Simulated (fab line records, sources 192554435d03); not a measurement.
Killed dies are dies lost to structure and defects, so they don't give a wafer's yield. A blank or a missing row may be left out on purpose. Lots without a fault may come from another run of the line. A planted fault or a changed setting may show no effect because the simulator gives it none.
Chamber matching | flow n5_finfet | N5_BEOL_M5_DEP_56 on pecvd-03: 3 sister chambers
The step deposits SiCN from 3MS/NH3, target thk 8 nm, time 14 s. 3 wafers are shown with their chamber, then 8 later ones without.

WAFERS WITH THEIR CHAMBER
wafer  | chamber | throttle_valve_pct (%)
L086.6 | 0       | 9.0
L087.4 | 1       | 9.0
L089.1 | 2       | 8.1

WAFERS WITHOUT THEIR CHAMBER
wafer  | throttle_valve_pct (%)
L089.2 | 8.9
L089.6 | 8.3
L091.2 | 8.9
L091.4 | 8.9
L091.5 | 9.0
L096.1 | 7.9
L096.4 | 9.2
L096.5 | 8.9

WHICH CHAMBER EACH WENT THROUGH
wafer  | from the rows above     | in truth
L089.2 | can't be placed: 0 or 1 | 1
L089.6 | 2                       | 2
L091.2 | can't be placed: 0 or 1 | 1
L091.4 | can't be placed: 0 or 1 | 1
L091.5 | can't be placed: 0 or 1 | 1
L096.1 | 2                       | 2
L096.4 | can't be placed: 0 or 1 | 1
L096.5 | can't be placed: 0 or 1 | 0
Placed correctly: 2 of 8. Can't be placed from these rows: 6 (the true chamber is among the candidates in 6). Placed wrongly: 0.
How it was worked out, from the rows above alone: a wafer's distance from a chamber is the root of the sum, over the readings, of the square of ((its reading less the chamber's mean) divided by the reading's scatter). The wafer belongs to the nearest chamber; if the next one is less than 2 further off, it can't be placed. A chamber's mean is the mean of its shown wafers. The scatter: with one shown wafer a chamber, the root of the mean of the squares of how far each hidden wafer lies from its nearest shown one.
